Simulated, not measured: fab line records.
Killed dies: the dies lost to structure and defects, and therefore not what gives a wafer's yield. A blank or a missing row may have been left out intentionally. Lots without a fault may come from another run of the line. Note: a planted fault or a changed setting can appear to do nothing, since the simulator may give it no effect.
Split-lot trial -- flow n5 finfet -- 21 wafers read across 7 lots, on a route 1938 steps long

== THE SPLIT ==
At N5_BEOL_M2_DEP_57 (deposits SiCN from 3MS/NH3, target thk 8 nm, time 14 s), the setting time s was moved away from the recipe's 14 s on 10 of the 21 wafers read, by -13.3% to +5.4%. All remaining wafers had this setting at the recipe value.

The reading comes from the split's own step.

== THE READING ==
SiCN_of_BEOL_M2_DEP_57.thk nm (the simulator's own value, which no gauge read), in nm, at N5_BEOL_M2_DEP_57 (deposits SiCN from 3MS/NH3, target thk 8 nm, time 14 s). No usual value for it is given in the file. Here, 11 wafers ran the recipe; their average is 7.9 nm with a standard deviation of 0.25 nm.

wafer,"tool, chamber at the split","time s as run, s",against the recipe,"SiCN_of_BEOL_M2_DEP_57.thk nm, nm",against lot-mates on the recipe
L074.1,"pecvd-01, 2",12.14,-13.3%,6.8,-1.4
L074.3,"pecvd-01, 1",12.14,-13.3%,6.6,-1.6
L074.5,"pecvd-01, 2",14,recipe,8.2,-
L078.2,"pecvd-03, 1",14,recipe,7.8,-
L078.3,"pecvd-03, 2",14,recipe,8,-
L078.6,"pecvd-03, 0",14,recipe,8.2,-
L086.2,"pecvd-02, 2",14.56,+4.0%,8.2,+0.2
L086.4,"pecvd-02, 1",14,recipe,8,-
L086.6,"pecvd-02, 0",14.56,+4.0%,8.4,+0.4
L090.2,"pecvd-01, 2",12.56,-10.3%,7,-0.6
L090.4,"pecvd-01, 1",12.56,-10.3%,6.6,-1.0
L090.6,"pecvd-01, 1",14,recipe,7.6,-
L088.3,"pecvd-02, 2",14,recipe,7.8,-
L088.5,"pecvd-02, 0",14,recipe,8.2,-
L088.6,"pecvd-02, 2",14,recipe,8,-
L091.2,"pecvd-02, 0,1",14.75,+5.4%,8.4,+0.4
L091.6,"pecvd-02, 0,1",14.75,+5.4%,8.4,+0.4
L091.4,"pecvd-02, 0",14,recipe,8,-
L095.1,"pecvd-01, 0",14.75,+5.4%,8.2,+0.8
L095.3,"pecvd-01, 2",14,recipe,7.4,-
L095.5,"pecvd-01, 1",14.75,+5.4%,8,+0.6
When a row names more than one chamber, that row covers several wafers, and the file does not tell which wafer ran in which chamber.

THE FIT
A straight line over all 21 wafers: SiCN_of_BEOL_M2_DEP_57.thk nm changes by +0.0911 nm for each +1% of time s; r = +0.92; the points scatter about the line by 0.23 nm.
The same after taking each lot's own level away (the mean of its wafers on the recipe; 21 wafers): +0.099 nm for each +1%; r = +0.96; scatter 0.17 nm.
That fit puts the effect of the largest move of time s on the reading at 1.3 nm.
The span of the lots' own levels, 7.40 to 8.20 nm, comes to 3.3 times the standard deviation stated above.
So the lot-to-lot level changes the slope little: the two slopes agree.
Check: -1.29 nm against its lot-mates is what the line predicts for one of the wafers moved furthest among these (-13.3%) when that wafer is left out of the fit. Against them it came out at -1.4 nm.

== ADDITIONAL SPLITS CARRIED BY THESE WAFERS ==
Other splits were also applied to these wafers ahead of the reading. Each is held against what the fit with the lots' levels taken away leaves over:
other split on the same wafers,wafers away from the commonest value,r with SiCN_of_BEOL_M2_DEP_57.thk nm (lot level and that fit taken away)
N5_SD_EPI_P_EPI_21 epi growth time s,6,+0.27
N5_GATE_CUT_ETCH_56 icp w,8,-0.01
N5_GATE_CUT_ALD_22 ald cycles,5,-0.38
N5_MOL_CONTACT_COAG_CVD_140 target thk a,8,+0.15
N5_BEOL_M1_COAT_05 spin rpm,9,-0.55
N5_BEOL_M2_COAT_62 spin rpm,7,-0.06
N5_BEOL_M2_COAT_73 temp c,9,+0.06

== THE FILE'S OWN FIT ==
SiCN_of_BEOL_M2_DEP_57.thk nm changes by +0.0991 nm for each +1% of time s, r = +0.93.
